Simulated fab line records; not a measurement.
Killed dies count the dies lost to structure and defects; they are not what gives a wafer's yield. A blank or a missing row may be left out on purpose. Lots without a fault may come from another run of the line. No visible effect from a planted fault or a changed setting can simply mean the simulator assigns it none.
Problem report, 8D (eight disciplines) form, completed by code :: flow n5Finfet :: the parts of the form that need people (team, actions taken, sign-off) are left out

== 1. THE PROBLEM ==
A mean of 45.0 nm is read at N5_BEOL_M3_OCD_MEAS_38 for trenchDepthNm, taken on 1 wafer of 1 lot, against 55.3 nm (standard deviation 1.1) on wafers free of any fault. Measured from the usual mean, that is -9.4 standard deviations.
Earliest sighting: wafer L312.5 on ocd-02 at day 12 06:52. At this step, 26 wafers from 9 lots have a number in the record. Rule for "out" (also "out of limits"): further than 4 standard deviations from the usual mean. The other wafers with a number count as sound.

== 2. WHAT IT IS, WHAT IT ISN'T ==
question: which readings at this step
is: trenchDepthNm
is not: -

question: which lots
is: L312
is not: L298, L302, L303, L305, L309, L310, L311, L315

question: which wafers of those lots
is: L312.5
is not: L312.4, L312.6

question: read on which gauges
is: ocd-02
is not: ocd-01

question: when
is: from day 12 06:52
is not: up to then (22 sound wafers); but 3 sound wafers of L315 came after

== 3. SUSPECTS, AND WHAT RULES EACH OUT ==
Counting: any tool at a process step up to the reading remains a suspect provided it ran every lot that is out. Sound lots after the first of them don't rule it out here, since some wafers of a struck lot are sound.
- the gauge at N5_BEOL_M3_OCD_MEAS_38: kept. All the wafers that are out were read on ocd-02, and no step on other tools shows them out.
- rieDiel-06 at N5_BEOL_M3_TRENCH_ETCH_37 (etches SiOC in C4F6/O2, target depth 55.555 nm, time 29.2 s): kept. L312, the lot that is out, went through it at day 12 06:43; up to then, the latest sound lot through it was L310 at day 11 21:52.
- rieDiel-06 at N5_BEOL_M3_STRIP_97 (strips in N2/H2, time 10 s): kept. L312, the lot that is out, went through it at day 12 06:52; up to then, the latest sound lot through it was L310 at day 11 22:01. With no start given for some of its lots, N5_BEOL_M3_STRIP_97 uses the hours and lot order of N5_BEOL_M3_OCD_MEAS_38.
- Within rieDiel-06 at N5_BEOL_M3_TRENCH_ETCH_37: the wafers that are out ran in chamber 1; their sound lot-mates ran in chamber 2.
- Within rieDiel-06 at N5_BEOL_M3_STRIP_97: the wafers that are out ran in chamber 1; their sound lot-mates ran in chamber 2.
Left after counting: rieDiel-06 at N5_BEOL_M3_TRENCH_ETCH_37, rieDiel-06 at N5_BEOL_M3_STRIP_97, ocd-02 at N5_BEOL_M3_OCD_MEAS_38.

== 4. THE CAUSE (what the simulator had put in) ==
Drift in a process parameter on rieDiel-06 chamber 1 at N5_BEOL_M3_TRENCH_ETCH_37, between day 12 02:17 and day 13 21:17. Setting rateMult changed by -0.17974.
Of the 3 suspects that counting leaves, this tool is one.

== 5. SEQUENCE OF EFFECTS, ordered by route ==
Each row: a reading where the mean over the struck wafers with a number is more than 3 standard deviations away from the usual. Only readings whose record carries a usual standard deviation are examined. hours: median over the lots of the time between each lot's start at the first step of this table that gives one and its start at this step. sigmas: the change, counted in usual standard deviations.
hours: 0
step: N5_BEOL_M3_OCD_MEAS_38
reading: trenchDepthNm
usual: 55.3 nm
on struck wafers: 45.0
change: -10.3
sigmas: -9.4
Later measuring or inspecting steps at which every struck wafer that the step has a row for has a number for every such reading, and none has moved that far: N5_BEOL_M4_RC_MEAS_101.

== 6. WHAT WOULD HAVE CAUGHT IT SOONER ==
In this record the first reading out of limits at a measuring or inspecting step was taken at day 12 06:52, 5 hours after the fault began at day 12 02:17.
No tool reading at N5_BEOL_M3_TRENCH_ETCH_37 that has a usual standard deviation in the record was out on any struck wafer, so an alarm limit of 4 standard deviations on those readings would not have fired.
Each of the lots that are out, 1 in all, had begun N5_BEOL_M3_TRENCH_ETCH_37 on rieDiel-06 no later than day 12 06:52. None of them would have been spared by holding the tool at that moment.
